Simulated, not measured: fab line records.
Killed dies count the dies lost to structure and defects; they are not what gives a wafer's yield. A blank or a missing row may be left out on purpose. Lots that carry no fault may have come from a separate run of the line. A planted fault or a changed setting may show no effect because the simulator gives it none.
Chamber matching :: flow n5 finfet :: rie diel-03 running N5_BEOL_M9_ETCH_66: 4 sister chambers
The step etches SOC in N2/H2, target depth 80 nm, overetch 16 nm, time 120 s. 16 wafers are shown with their chamber, then 8 later ones without.

== WAFERS WITH THEIR CHAMBER ==
wafer: L077.2
chamber: 2
showerhead plenum p Torr (Torr): 2.71
drypump motor current A (A): 5.3
rf vpp V (V): 528.6

wafer: L077.5
chamber: 1
showerhead plenum p Torr (Torr): 2.61
drypump motor current A (A): 6.0
rf vpp V (V): 526.5

wafer: L077.6
chamber: 0
showerhead plenum p Torr (Torr): 2.48
drypump motor current A (A): 4.8
rf vpp V (V): 523.5

wafer: L080.1
chamber: 3
showerhead plenum p Torr (Torr): 2.70
drypump motor current A (A): 5.5
rf vpp V (V): 528.9

wafer: L080.3
chamber: 1
showerhead plenum p Torr (Torr): 2.61
drypump motor current A (A): 6.1
rf vpp V (V): 525.1

wafer: L080.5
chamber: 1
showerhead plenum p Torr (Torr): 2.61
drypump motor current A (A): 6.1
rf vpp V (V): 525.8

wafer: L082.2
chamber: 3
showerhead plenum p Torr (Torr): 2.70
drypump motor current A (A): 5.5
rf vpp V (V): 527.9

wafer: L082.3
chamber: 0
showerhead plenum p Torr (Torr): 2.47
drypump motor current A (A): 4.7
rf vpp V (V): 521.9

wafer: L082.5
chamber: 3
showerhead plenum p Torr (Torr): 2.70
drypump motor current A (A): 5.5
rf vpp V (V): 528.5

wafer: L084.2
chamber: 0
showerhead plenum p Torr (Torr): 2.47
drypump motor current A (A): 4.7
rf vpp V (V): 522.4

wafer: L084.4
chamber: 2
showerhead plenum p Torr (Torr): 2.70
drypump motor current A (A): 5.4
rf vpp V (V): 528.6

wafer: L084.5
chamber: 0
showerhead plenum p Torr (Torr): 2.46
drypump motor current A (A): 4.7
rf vpp V (V): 520.1

wafer: L086.2
chamber: 0
showerhead plenum p Torr (Torr): 2.46
drypump motor current A (A): 4.8
rf vpp V (V): 522.5

wafer: L086.3
chamber: 3
showerhead plenum p Torr (Torr): 2.69
drypump motor current A (A): 5.5
rf vpp V (V): 529.2

wafer: L086.4
chamber: 1
showerhead plenum p Torr (Torr): 2.60
drypump motor current A (A): 6.0
rf vpp V (V): 527.1

wafer: L093.3
chamber: 0
showerhead plenum p Torr (Torr): 2.46
drypump motor current A (A): 4.8
rf vpp V (V): 520.1

SIGNATURES, as means of the wafers listed above
reading: showerhead plenum p Torr
chamber 0: 2.4667
chamber 1: 2.6075
chamber 2: 2.7050
chamber 3: 2.6975
scatter within a chamber: 0.00667

reading: drypump motor current A
chamber 0: 4.750
chamber 1: 6.050
chamber 2: 5.350
chamber 3: 5.500
scatter within a chamber: 0.05

reading: rf vpp V
chamber 0: 521.750
chamber 1: 526.125
chamber 2: 528.600
chamber 3: 528.625
scatter within a chamber: 1.03
Rule: for a wafer and a chamber, the distance is found by dividing, reading by reading, the gap between the wafer's reading and the chamber's mean by the reading's scatter, squaring, summing and taking the root. If the next closest chamber is less than 2 further off than the closest, the wafer can't be placed; otherwise it belongs to the closest. How the scatter is found: for the shown wafers, subtract from each reading the mean of its chamber, square and add these, divide the total by (wafers less chambers), then take the root.

== WAFERS WITH NO CHAMBER GIVEN ==
wafer: L093.4
showerhead plenum p Torr (Torr): 2.70
drypump motor current A (A): 5.3
rf vpp V (V): 528.2

wafer: L093.5
showerhead plenum p Torr (Torr): 2.60
drypump motor current A (A): 6.0
rf vpp V (V): 526.2

wafer: L091.1
showerhead plenum p Torr (Torr): 2.69
drypump motor current A (A): 5.5
rf vpp V (V): 528.4

wafer: L091.3
showerhead plenum p Torr (Torr): 2.69
drypump motor current A (A): 5.3
rf vpp V (V): 527.4

wafer: L091.6
showerhead plenum p Torr (Torr): 2.69
drypump motor current A (A): 5.5
rf vpp V (V): 528.3

wafer: L096.2
showerhead plenum p Torr (Torr): 2.68
drypump motor current A (A): 5.5
rf vpp V (V): 528.1

wafer: L096.3
showerhead plenum p Torr (Torr): 2.69
drypump motor current A (A): 5.3
rf vpp V (V): 528.5

wafer: L096.6
showerhead plenum p Torr (Torr): 2.69
drypump motor current A (A): 5.3
rf vpp V (V): 528.3

== THE CHAMBER EACH PASSED THROUGH ==
wafer: L093.4
from the rows above: 2
in truth: 2

wafer: L093.5
from the rows above: 1
in truth: 1

wafer: L091.1
from the rows above: 3
in truth: 3

wafer: L091.3
from the rows above: can't be placed: 2 or 3
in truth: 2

wafer: L091.6
from the rows above: 3
in truth: 3

wafer: L096.2
from the rows above: 3
in truth: 3

wafer: L096.3
from the rows above: can't be placed: 2 or 3
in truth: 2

wafer: L096.6
from the rows above: can't be placed: 2 or 3
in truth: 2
Correct placement for 5 of the 8. Can't be placed from these rows: 3 (the true chamber is among the candidates in 3). Number placed wrongly: 0.
